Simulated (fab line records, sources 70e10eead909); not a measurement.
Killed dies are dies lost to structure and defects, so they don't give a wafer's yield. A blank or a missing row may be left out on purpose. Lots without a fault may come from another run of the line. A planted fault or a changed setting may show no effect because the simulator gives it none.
fab line records | flow nand_harc
record lots=13 wafers=37 last_day=33
route steps=1302 shown P_STI@83 END@1302
lots that met no fault: from a run of the same line without faults
start_h: hours from the record's first day to the start of the lot's first wafer shown | wait_h: hours since the lot's step before | " the same as in the row above | L1.1+2: a row that stands for several wafers | - no value, or no start given | * or withheld: withheld | < > ~ a bound
route shown NAME@n: a module of which the file shows steps, and the number in the route of the first | usual: mean/standard deviation of fault-free wafers | same: alike in all rows | chamber/n: place in a boat | sites: the reading at each site | _std_site: their standard deviation | _edge_site: outer sites' mean less inner sites' | radius_mm: how far each site lies from the wafer's centre | mask NAME#n: copy n | behind: the tool/chamber that last shaped the wafer | hold: why the lot was held/for how many hours/how that ended | device: the transistor (n, p or np) that didn't switch | end of line: the same wafers' tests at the end of the route | a step without rows: its recipe alone | killed: dies lost to structure and defects at the first sort, not the wafer's yield | map: a wafer's dies, x killed, . not, _ none there
set.NAME: the setting as run; set.NAME@STEP: as run at that earlier step | model.NAME: the simulator's own value behind a step, which no gauge read
steps of the route over a sample of lots; a table a step, a row a wafer
services: from which hour (start_h, from the record's first day; less than 0 if before it) a tool's chamber was out of use, for how many hours, and why
## steps
# step NHARC_P_STI_CD_MEAS_09
# recipe target_cd_nm=200 landing_energy_ev=500
# usual cd_nm=201/3
# columns lot.wafer tool chamber start_h wait_h cd_nm
L958.2 cd_sem-02 0 44.27 - 202
L958.3 " 0 " " 205
L958.4 " 0 " " 201
L959.2 cd_sem-03 0 55.29 - 206
L959.3 " 0 " " 195
L959.5 " 0 " " 204
L961.1 cd_sem-03 0 76.27 - 198
L961.5 " 0 " " 198
L961.6 " 0 " " 202
L962.2 cd_sem-01 0 84.81 - 200
L962.4 " 0 " " 202
L962.5 " 0 " " 208
L963.2 cd_sem-03 0 94.60 - 204
L963.4 " 0 " " 203
L963.5 " 0 " " 199
L964.3 cd_sem-02 0 102.71 - 198
L964.4 " 0 " " 200
L964.6 " 0 " " 205
L965.4 cd_sem-01 0 112.49 - 198
L965.5 " 0 " " 204
L965.6 " 0 " " 201
L974.2 cd_sem-03 0 202.27 - 201
L974.4 " 0 " " 203
L975.2 cd_sem-01 0 213.90 - 201
L975.5 " 0 " " 204
L976.1 cd_sem-02 0 222.53 - 198
L976.2 " 0 " " 203
L976.4 " 0 " " 202
L977.1 cd_sem-03 0 233.22 - 205
L977.3 " 0 " " 203
L977.5 " 0 " " 205
L980.1 cd_sem-03 0 263.67 - 207
L980.2 " 0 " " 198
L980.3 " 0 " " 201
L981.1 cd_sem-01 0 273.17 - 202
L981.5 " 0 " " 200
L981.6 " 0 " " 200
# step NHARC_P_STI_DESCUM_14
# recipe time_s=3 o2_flow_sccm=200 ar_flow_sccm=0 bias_power_w=0 chemistry=O2
# usual chamber_pressure_mTorr=59.99/0.053 drypump_motor_current_A=5.8/0.39 oes_product_au=1.000/0.012 rf_vpp_V=57.9/0.85 showerhead_plenum_p_Torr=1.92/0.063 throttle_valve_pct=11.311/0.0098
# same bias_power_w=0
# columns lot.wafer tool chamber start_h wait_h chamber_pressure_mTorr drypump_motor_current_A oes_product_au rf_hours_counter_h rf_vpp_V showerhead_plenum_p_Torr throttle_valve_pct
L958.2 rie_diel-07 1 44.53 - 59.96 5.4 0.999 8 58.1 1.95 11.316
L958.4 " 2 " " 60.02 6.6 0.994 8 58.8 1.94 11.298
L958.3 " 3 " " 59.99 5.9 0.992 8 57.6 1.95 11.317
L959.3 rie_diel-10 0 55.55 - 60.05 5.9 0.992 7 58.1 1.95 11.314
L959.2 " 1 " " 60.04 5.4 1.002 6 56.9 1.79 11.299
L959.5 " 1 " " 60.07 5.4 1.005 - 56.9 1.79 11.325
L961.1 rie_diel-01 3 76.54 - 59.98 6.2 1.012 2 57.6 1.86 11.313
L961.6 " 2 " " 59.99 6.6 1.003 - 57.8 1.79 11.310
L961.5 " 3 " " 59.99 6.2 1.018 - 57.7 1.86 11.315
L962.4 rie_diel-07 0 85.08 - 59.94 5.5 1.016 12 57.9 1.98 11.304
L962.2 " 1 " " 59.99 5.4 1.007 13 58.3 1.95 11.323
L962.5 " 3 " " 59.86 5.9 0.975 - 59.5 1.95 11.304
L963.2 rie_diel-07 2 94.86 - 60.00 6.6 1.001 13 58.5 1.94 11.323
L963.4 " 0 " " 59.93 5.5 1.023 12 59.7 1.98 11.319
L963.5 " 3 " " 59.96 5.9 0.987 - 58.5 1.95 11.309
L964.4 rie_diel-10 3 102.96 - 59.99 5.9 1.001 2 58.4 1.98 11.308
L964.3 " 2 " " 60.02 5.5 1.004 2 58.6 1.89 11.328
L964.6 " 3 " " 60.10 5.9 1.013 - 58.4 1.98 11.313
L965.4 rie_diel-10 0 112.77 - 60.06 5.9 0.994 2 58.1 1.95 11.306
L965.5 " 1 " " 60.01 5.4 1.001 - 57.2 1.79 11.308
L965.6 " 2 " " 59.88 5.5 1.004 - 58.0 1.89 11.313
L974.4 rie_diel-07 3 202.53 - 60.06 5.9 0.986 7 56.4 1.94 11.299
L974.2 " 2 " " 59.99 6.6 0.998 7 57.3 1.94 11.325
L975.2 rie_diel-07 0 214.18 - 59.90 5.5 1.016 7 57.6 1.97 11.308
L975.5 " 2 " " 60.01 6.6 0.999 - 58.3 1.94 11.298
L976.1 rie_diel-10 2 222.80 - 60.02 5.5 0.995 8 58.5 1.88 11.320
L976.2 " 0 " " 60.04 5.8 1.005 8 58.2 1.95 11.310
L976.4 " 2 " " 59.93 5.6 1.000 - 58.3 1.88 11.320
L977.1 rie_diel-10 2 233.50 - 59.94 5.5 0.994 9 56.6 1.88 11.308
L977.3 " 3 " " 60.01 5.9 1.023 6 59.2 1.98 11.291
L977.5 " 1 " " 59.96 5.4 0.999 - 56.7 1.79 11.300
L980.2 rie_diel-10 1 263.94 - 60.01 5.4 0.996 0 57.8 1.79 11.316
L980.1 " 2 " " 59.97 5.6 0.981 0 58.3 1.88 11.331
L980.3 " 3 " " 60.09 5.9 0.997 0 58.7 1.98 11.311
L981.1 rie_diel-07 0 273.46 - 59.99 5.5 0.998 12 59.7 1.97 11.322
L981.6 " 2 " " 60.04 6.6 0.978 - 57.8 1.93 11.317
L981.5 " 3 " " 60.06 5.9 0.973 - 58.0 1.94 11.311
# step NHARC_P_STI_ETCH_42
# recipe target_depth_a=800 overetch_a=240 time_s=61 ion_energy_ev=200 n2_flow_sccm=150 h2_flow_sccm=150 ar_flow_sccm=0 rf_w=400 bias_w=150 chemistry=N2/H2
# usual chamber_pressure_mTorr=29.999/0.027 drypump_motor_current_A=5.8/0.38 n2_flow_sccm=150.0/0.41 oes_product_au=1.000/0.012 rf_vpp_V=430.9/2.1 showerhead_plenum_p_Torr=2.05/0.069 throttle_valve_pct=14.171/0.0094
# columns lot.wafer tool chamber start_h wait_h chamber_pressure_mTorr drypump_motor_current_A n2_flow_sccm oes_product_au rf_hours_counter_h rf_vpp_V showerhead_plenum_p_Torr throttle_valve_pct
L958.3 rie_diel-07 2 44.62 0.1 29.978 6.6 149.5 1.005 8 431.2 2.07 14.161
L958.2 " 3 " " 30.000 5.9 149.8 0.989 8 430.0 2.08 14.167
L958.4 " 0 " " 30.010 5.6 150.2 1.020 8 433.7 2.11 14.162
L959.3 rie_diel-10 0 55.63 0.1 29.997 5.9 149.3 0.986 7 432.0 2.08 14.154
L959.2 " 3 " " 29.992 5.9 149.7 0.994 7 433.8 2.11 14.164
L959.5 " 1 " " 30.048 5.4 150.2 1.008 - 425.8 1.91 14.170
L961.1 rie_diel-01 1 76.61 0.1 29.997 5.4 149.7 1.024 2 433.6 2.19 14.176
L961.6 " 1 " " 29.966 5.4 150.5 1.009 - 435.6 2.19 14.182
L961.5 " 2 " " 29.958 6.6 149.7 1.006 - 426.6 1.91 14.168
L962.4 rie_diel-07 0 85.16 0.1 30.063 5.6 150.4 1.017 12 433.6 2.11 14.165
L962.2 " 1 " " 29.947 5.4 149.2 0.997 13 433.3 2.07 14.177
L962.5 " 0 " " 29.995 5.6 149.8 1.003 - 432.5 2.11 14.178
L963.2 rie_diel-07 2 94.94 0.1 30.026 6.6 150.2 1.001 13 430.6 2.07 14.188
L963.4 " 0 " " 29.968 5.5 149.5 1.016 12 432.4 2.11 14.171
L963.5 " 3 " " 29.952 5.9 149.7 0.997 - 431.3 2.08 14.173
L964.3 rie_diel-10 2 103.05 0.1 30.022 5.5 149.5 0.999 2 428.0 2.01 14.166
L964.4 " 0 " " 29.994 5.9 150.3 1.007 2 431.0 2.08 14.175
L964.6 " 1 " " 29.987 5.4 150.2 1.003 - 428.0 1.91 14.178
L965.4 rie_diel-10 2 112.83 0.1 29.969 5.5 150.7 1.005 2 429.7 2.01 14.170
L965.5 " 1 " " 29.988 5.4 149.6 1.009 - 426.8 1.91 14.167
L965.6 " 2 " " 29.970 5.5 149.6 1.006 - 430.2 2.01 14.174
L974.2 rie_diel-07 0 202.61 0.1 29.975 5.5 150.1 1.010 7 431.3 2.11 14.179
L974.4 " 1 " " 30.002 5.4 150.1 0.845 6 432.9 2.07 14.176
L975.2 rie_diel-07 2 214.25 0.1 29.966 6.6 150.2 1.001 7 431.2 2.06 14.181
L975.5 " 0 " " 30.017 5.5 150.4 0.874 - 434.5 2.11 14.166
L976.1 rie_diel-10 1 222.90 0.1 30.032 5.4 150.1 0.999 8 426.2 1.90 14.157
L976.2 " 0 " " 30.011 5.9 150.2 1.000 8 431.1 2.07 14.169
L976.4 " 0 " " 29.977 5.9 150.1 1.004 - 431.9 2.07 14.175
L977.1 rie_diel-10 0 233.58 0.1 30.015 5.9 150.1 1.000 8 431.0 2.07 14.159
L977.3 " 1 " " 29.995 5.4 149.8 0.992 8 426.5 1.90 14.148
L977.5 " 2 " " 29.995 5.5 150.2 0.999 - 429.9 2.01 14.180
L980.2 rie_diel-10 3 264.02 0.1 30.047 5.9 150.9 0.994 0 432.9 2.11 14.163
L980.3 " 0 " " 30.016 5.9 149.9 0.993 0 430.9 2.07 14.189
L980.1 " 2 " " 30.018 5.5 149.8 0.968 0 430.4 2.01 14.166
L981.1 rie_diel-07 3 273.53 0.1 30.023 5.9 149.1 0.974 12 429.6 2.07 14.153
L981.5 " 1 " " 29.980 5.4 150.7 1.006 - 432.5 2.07 14.170
L981.6 " 2 " " 30.014 6.6 149.7 0.989 - 432.6 2.06 14.168
# step NHARC_P_STI_CD_MEAS_16
# usual cd_nm=201/3.5
# columns lot.wafer tool chamber start_h wait_h cd_nm
L958.2 cd_sem-01 - 44.97 - 202
L958.3 " - " " 205
L958.4 " - " " 203
L959.2 cd_sem-03 - 55.98 - 207
L959.3 " - " " 196
L959.5 " - " " 203
L961.1 cd_sem-02 - 76.97 - 197
L961.5 " - " " 200
L961.6 " - " " 199
L962.2 cd_sem-03 - 85.51 - 201
L962.4 " - " " 204
L962.5 " - " " 208
L963.2 cd_sem-01 - 95.29 - 205
L963.4 " - " " 206
L963.5 " - " " 198
L964.3 cd_sem-02 - 103.40 - 196
L964.4 " - " " 202
L964.6 " - " " 206
L965.4 cd_sem-02 - 113.19 - 197
L965.5 " - " " 205
L965.6 " - " " 201
L974.2 cd_sem-03 - 202.97 - 201
L974.4 " - " " 202
L975.2 cd_sem-02 - 214.59 - 200
L975.5 " - " " 203
L976.1 cd_sem-03 - 223.28 - 197
L976.2 " - " " 203
L976.4 " - " " 199
L977.1 cd_sem-03 - 233.92 - 204
L977.3 " - " " 205
L977.5 " - " " 205
L980.1 cd_sem-03 - 264.37 - 204
L980.2 " - " " 195
L980.3 " - " " 199
L981.1 cd_sem-02 - 273.89 - 200
L981.5 " - " " 199
L981.6 " - " " 199
# step NHARC_END_SORT_01
# recipe temp_c=25
# usual killed_at_array=59/21 killed_at_other=1.0/1.1 killed_at_periphery=4.0/2.6 killed_dies=64/21 killed_open=3.2/1.7 killed_short=2.5/1.5
# same gross_dies=677
# columns lot.wafer tool chamber start_h wait_h killed_at_array killed_at_other killed_at_periphery killed_dies killed_open killed_short
L976.1 prober-01 0 752.22 2.5 59 1 5 65 6 2
L976.2 prober-01 0 753.00 2.7 59 1 6 66 4 1
L976.4 prober-01 0 754.57 3.3 57 0 3 60 5 6
L975.2 prober-01 0 765.22 2.8 93 0 3 96 2 2
# killed by level:class
L976.1 A_CHANNEL_HOLE_D2:chamber_film_flake=23 A_CHANNEL_HOLE_D1:chamber_film_flake=15 A_CONTACT:chamber_film_flake=6 A_SLIT:chamber_film_flake=4 A_CHANNEL_FILL_D1:geometric_particle:open=2 P_STI:chamber_film_flake=2 A_WL_FILL:chamber_film_flake=2 P_CONTACT:geometric_particle:open=1
L976.2 A_CHANNEL_HOLE_D2:chamber_film_flake=25 A_CHANNEL_HOLE_D1:chamber_film_flake=18 A_SLIT:chamber_film_flake=7 A_CONTACT:chamber_film_flake=5 P_M1:chamber_film_flake=3 P_GATE:geometric_particle:open=1 P_CONTACT:geometric_particle:open=1 A_ONON_D2:geometric_particle:open=1
L976.4 A_CHANNEL_HOLE_D2:chamber_film_flake=22 A_CHANNEL_HOLE_D1:chamber_film_flake=11 A_SLIT:chamber_film_flake=6 A_CONTACT:chamber_film_flake=3 A_M0:geometric_particle:open=2 P_M1:chamber_film_flake=2 A_STAIRCASE:chamber_film_flake=2 P_M0:geometric_particle:open=1
L975.2 A_CHANNEL_HOLE_D2:chamber_film_flake=30 A_SLIT:chamber_film_flake=27 A_CHANNEL_HOLE_D1:chamber_film_flake=23 A_CONTACT:chamber_film_flake=4 A_M1:chamber_film_flake=3 A_STAIRCASE:chamber_film_flake=2 P_GATE:geometric_particle:open=1 A_CHANNEL_FILL_D2:geometric_particle:short=1
## services
# columns tool chamber start_h hours kind
rie_diel-01 - 26.80 9.0 pm
rie_diel-10 0 44.59 - clean
rie_diel-10 1 44.59 - clean
rie_diel-10 2 44.59 - clean
rie_diel-10 3 44.59 - clean
rie_diel-10 - 65.50 9.0 pm
rie_diel-10 0 65.50 9.0 vent_cycle
rie_diel-10 1 65.50 9.0 vent_cycle
rie_diel-10 2 65.50 9.0 vent_cycle
rie_diel-10 3 65.50 9.0 vent_cycle
rie_diel-10 0 74.50 - clean
rie_diel-10 1 74.50 - clean
rie_diel-10 2 74.50 - clean
rie_diel-10 3 74.50 - clean
rie_diel-01 0 80.90 11.4 repair
rie_diel-10 0 99.00 - clean
rie_diel-10 1 99.00 - clean
rie_diel-07 - 117.26 9.0 pm
rie_diel-10 3 202.06 25.8 repair
rie_diel-01 - 203.80 9.0 pm
rie_diel-10 - 216.66 1.6 repair
rie_diel-01 - 239.12 0.5 repair
rie_diel-07 3 242.33 4.4 repair
rie_diel-10 - 242.50 9.0 pm
## key
first_sign step=NHARC_P_STI_ETCH_42 reading=oes_product_au direction=down sigmas=12 usual=1.000 struck=0.860
effect none on later readings
met_at NHARC_P_STI_ETCH_42
struck_lots L974,L975
struck_wafers L974.4,L975.5
tester_left_out L974,L975
not_acting_at NHARC_P_STI_CD_MEAS_09,NHARC_P_STI_DESCUM_14,NHARC_P_STI_CD_MEAS_16
onset_between 94.94 202.61
fault kind=process_parameter_drift tool=rie_diel-07 chamber=- onset_h=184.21 steps=NHARC_P_STI_ETCH_42 channel=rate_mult offset=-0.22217 shape=step end_h=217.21 scope=struck_wafers_only
# tester_left_out: of these lots the tester's yield and bins aren't shown, on N5 and GAA mostly nor the transistor test; their killed dies are dies lost to structure and defects alone, not to doping, threshold or leakage, so they don't give the yield
